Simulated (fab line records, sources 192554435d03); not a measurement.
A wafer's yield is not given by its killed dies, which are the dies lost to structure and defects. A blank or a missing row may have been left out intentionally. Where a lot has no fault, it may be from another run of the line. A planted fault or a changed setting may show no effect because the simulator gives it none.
A struck lot beside a sound one :: flow n5 finfet :: 15 out of 1938 route steps
Sound: the wafers L840.3, L840.4, L840.6. Struck: wafer L852.1. (L852.3 of the same lot was not struck and is left out.) The cause comes at the end.
Per side, at each step with rows, come the tool, then ch with its chambers, and then its first start. Under that, the readings that differ: sound wafers :: struck wafers :: difference of the means :: sigmas: that difference in standard deviations of wafers without a fault.
alike: same words and numbers on both sides, and readings whose means sit less than 2 such deviations apart. not compared: any withheld reading, any reading some wafer has no value for, any bound like >300 that may hide the same value, and any number with overlapping values for which the record gives no deviation.
The two part at a step that has a row with sigmas, a row that says differs or no value, or rows on one side only. When numbers do not overlap yet have no deviation, they are printed without sigmas and do not part them. Lack of a reading on every wafer of one side parts them only where that side has two or more wafers.

first, 4 steps without rows for these wafers: N5_BEOL_M9_SOFTBAKE_06 (time 60 s); N5_BEOL_M9_EXPOSE_08 (exposes mask M9); N5_BEOL_M9_PEB_09 (peb time 60 s); N5_BEOL_M9_DEVELOP_10 (develop time 30 s).
N5_BEOL_M9_CD_MEAS_11: the cd target is 64.1 nm.
  sound on cd sem-03 ch 0, day 9 21:20; struck on cd sem-03 ch 0, day 13 04:03
  alike: cd nm
N5_BEOL_M9_OVL_MEAS_12:
  sound on overlay-01 ch 0, day 9 21:21; struck on overlay-01 ch 0, day 13 04:05
  alike: M9_OVL
N5_BEOL_M9_INSPECT_13: inspects for defects (brightfield).
  sound on defect inspect-01 at day 9 21:23; struck on defect inspect-02 at day 13 04:06
  alike: raw defect count
N5_BEOL_M9_DESCUM_16: chemistry O2, time 7.9 s.
  sound on rie diel-06 ch 0,1,3, day 9 21:25; struck on rie diel-02 ch 3, day 13 04:08
  alike: chamber pressure mTorr, drypump motor current A, oes product au, rf vpp V, showerhead plenum p Torr, throttle valve pct
  not compared: rf hours counter h
N5_BEOL_M9_ETCH_61: etches SiARC in CF4, target depth 39 nm, time 65 s.
  sound on rie diel-06 ch 0,1,3, day 9 21:27; struck on rie diel-02 ch 3, day 13 04:10
  alike: cf4 flow sccm, chamber pressure mTorr, drypump motor current A, etch rf on time s, oes product au, rf vpp V, showerhead plenum p Torr, throttle valve pct
  not compared: rf hours counter h
N5_BEOL_M9_ETCH_62: etches SOC in N2/H2, target depth 110 nm, overetch 22 nm, time 165 s.
  sound on rie diel-06 ch 0,1,3, day 9 21:30; struck on rie diel-02 ch 3, day 13 04:13
reading: rf vpp V (V)
sound: 521.6 522.4 525.9
struck: 527.6
difference: +4.3
sigmas: +2
  alike: chamber pressure mTorr, drypump motor current A, oes product au, showerhead plenum p Torr, throttle valve pct
  not compared: rf hours counter h
then, 1 step without rows for these wafers: N5_BEOL_M9_STRIP_68 (strips in N2/H2).
N5_BEOL_M9_STRIP_67: strips in CF4.
  sound on rie diel-06 ch 0,1,3, day 9 21:38; struck on rie diel-02 ch 3, day 13 04:22
reading: rf vpp V (V)
sound: 270.4 270.7 270.0
struck: 273.0
difference: +2.6
sigmas: +2
  alike: cf4 flow sccm, chamber pressure mTorr, drypump motor current A, oes product au, showerhead plenum p Torr, throttle valve pct
  not compared: rf hours counter h
N5_BEOL_M9_HM_OPEN_17: chemistry Cl2/BCl3, target TiN, target depth 20 nm, overetch 6 nm.
  sound on rie metal-02 ch 0,1, day 9 21:44; struck on rie metal-03 ch 0, day 13 04:25
reading: rf hours counter h (h)
sound: - - -
struck: 33
difference: no value on the sound wafers
sigmas: 

reading: model.SOC_of_BEOL_M9_COAT_59.thk nm (nm)
sound: 92.4 93.2 92.6
struck: 88.4
difference: -4.3
sigmas: 
  alike: chamber pressure mTorr, drypump motor current A, mfc cl2 sccm, oes product au, throttle valve pct
N5_BEOL_M9_STRIP_19: strips in O2.
  sound on rie diel-04 ch 0,2,3, day 9 21:50; struck on rie diel-02 ch 3, day 13 04:31
reading: chamber pressure mTorr (mTorr)
sound: 29.97 30.01 30.00
struck: 30.08
difference: +0.09
sigmas: +3
  alike: drypump motor current A, oes product au, rf vpp V, showerhead plenum p Torr, throttle valve pct
  not compared: rf hours counter h
after that, 1 step had no rows for these wafers: N5_PASSIVATION_PROBE_49.

WHERE THEY PART
Earliest at N5_BEOL_M9_ETCH_62; latest, in this record, at N5_BEOL_M9_STRIP_19.

WHY: what had been put in by the simulator
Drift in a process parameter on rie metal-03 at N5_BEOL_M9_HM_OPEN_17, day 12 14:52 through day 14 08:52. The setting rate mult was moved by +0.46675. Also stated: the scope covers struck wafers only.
